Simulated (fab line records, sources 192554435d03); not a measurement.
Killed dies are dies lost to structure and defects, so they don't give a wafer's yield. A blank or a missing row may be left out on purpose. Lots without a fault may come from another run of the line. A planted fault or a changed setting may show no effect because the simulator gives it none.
Split-lot experiment | flow n5_finfet | 7 lots, 21 wafers read, on a route of 1938 steps

THE SPLIT
At N5_HKMG_FIN_DESCUM_53 (chemistry O2, time 7.9 s), the setting time_s was moved away from the recipe's 7.9 s on 4 of the 21 wafers read, by -16.1% to -11.3%. The other wafers ran this setting at the recipe's value.

The file shows no step between the split and the reading.

THE READING
CAR-ArF_of_HKMG_FIN_COAT_43.thk_nm (the simulator's own value, which no gauge read), in nm, at N5_HKMG_FIN_ETCH_54 (etches SiARC in CF4, target depth 45.5 nm, time 75.8 s). The file gives no usual value for it. The 17 wafers here that ran the recipe average 50.9 nm, standard deviation 0.15 nm.

wafer  | tool, chamber at the split | time_s as run, s | against the recipe | CAR-ArF_of_HKMG_FIN_COAT_43.thk_nm, nm | against lot-mates on the recipe
L075.1 | rie_diel-04, 3,0,2         | 7.9              | recipe             | 50.8                                   | -
L075.5 | rie_diel-04, 3,0,2         | 7.9              | recipe             | 50.8                                   | -
L075.4 | rie_diel-04, 3,0,2         | 7.9              | recipe             | 51                                     | -
L077.4 | rie_diel-04, 3,2           | 7.9              | recipe             | 50.6                                   | -
L077.5 | rie_diel-04, 3,2           | 7.9              | recipe             | 50.8                                   | -
L077.6 | rie_diel-04, 3             | 7.004            | -11.3%             | 51.2                                   | +0.5
L079.1 | rie_diel-02, 1,0           | 6.837            | -13.5%             | 51.8                                   | +0.8
L079.4 | rie_diel-02, 1,0           | 6.837            | -13.5%             | 51.8                                   | +0.8
L079.6 | rie_diel-02, 0             | 7.9              | recipe             | 51                                     | -
L082.3 | rie_diel-02, 0             | 6.627            | -16.1%             | 51.6                                   | +0.8
L082.4 | rie_diel-02, 1             | 7.9              | recipe             | 50.8                                   | -
L082.5 | rie_diel-02, 1             | 7.9              | recipe             | 50.8                                   | -
L085.3 | rie_diel-04, 0,3,0         | 7.9              | recipe             | 51.2                                   | -
L085.5 | rie_diel-04, 0,3,0         | 7.9              | recipe             | 51                                     | -
L085.6 | rie_diel-04, 0,3,0         | 7.9              | recipe             | 50.6                                   | -
L086.2 | rie_diel-05, 1,0,3         | 7.9              | recipe             | 51                                     | -
L086.4 | rie_diel-05, 1,0,3         | 7.9              | recipe             | 50.8                                   | -
L086.6 | rie_diel-05, 1,0,3         | 7.9              | recipe             | 50.8                                   | -
L092.3 | rie_diel-05, 2,2,0         | 7.9              | recipe             | 50.8                                   | -
L092.4 | rie_diel-05, 2,2,0         | 7.9              | recipe             | 51                                     | -
L092.5 | rie_diel-05, 2,2,0         | 7.9              | recipe             | 51                                     | -
Where a row lists several chambers, the file gives one row for several wafers and doesn't say which wafer went through which chamber.

THE FIT
A straight line over all 21 wafers: CAR-ArF_of_HKMG_FIN_COAT_43.thk_nm changes by -0.054 nm for each +1% of time_s; r = -0.87; the points scatter about the line by 0.17 nm.
The same after taking each lot's own level away (the mean of its wafers on the recipe; 21 wafers): -0.0534 nm for each +1%; r = -0.92; scatter 0.13 nm.
On that fit, the largest move of time_s shifts the reading by 0.86 nm.
The lots' own levels span 50.70 to 51.00 nm, that is 2.0 times the standard deviation above.
So the lot-to-lot level changes the slope little: the two slopes agree.
Check: with one of the wafers moved furthest among these (-16.1%) left out of the fit, the line predicts +0.893 nm for it against its lot-mates. It came out at +0.8 nm against them.

OTHER SPLITS ON THESE WAFERS
These wafers also went through other splits before the reading. Each is held against what the fit with the lots' levels taken away leaves over:
other split on the same wafers             | wafers away from the commonest value | r with CAR-ArF_of_HKMG_FIN_COAT_43.thk_nm (lot level and that fit taken away)
N5_FIN_SAQP_HM_DEP_03 time_s               | 5                                    | -0.32
N5_FIN_SAQP_PECVD_06 time_s                | 5                                    | +0.09
N5_FIN_SAQP_MANDREL_ETCH_22 over_etch_frac | 7                                    | +0.01
N5_FIN_SAQP_SPACER1_ALD_24 temp_c          | 5                                    | +0.37
N5_FIN_CUT_CUT_ETCH_15 time_s              | 9                                    | +0.13
N5_SD_EPI_P_EPI_21 epi_growth_time_s       | 8                                    | +0.15
N5_HKMG_FIN_COAT_41 spin_rpm               | 6                                    | -0.30

THE FILE'S OWN FIT
CAR-ArF_of_HKMG_FIN_COAT_43.thk_nm changes by -0.0515 nm for each +1% of time_s, r = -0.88.
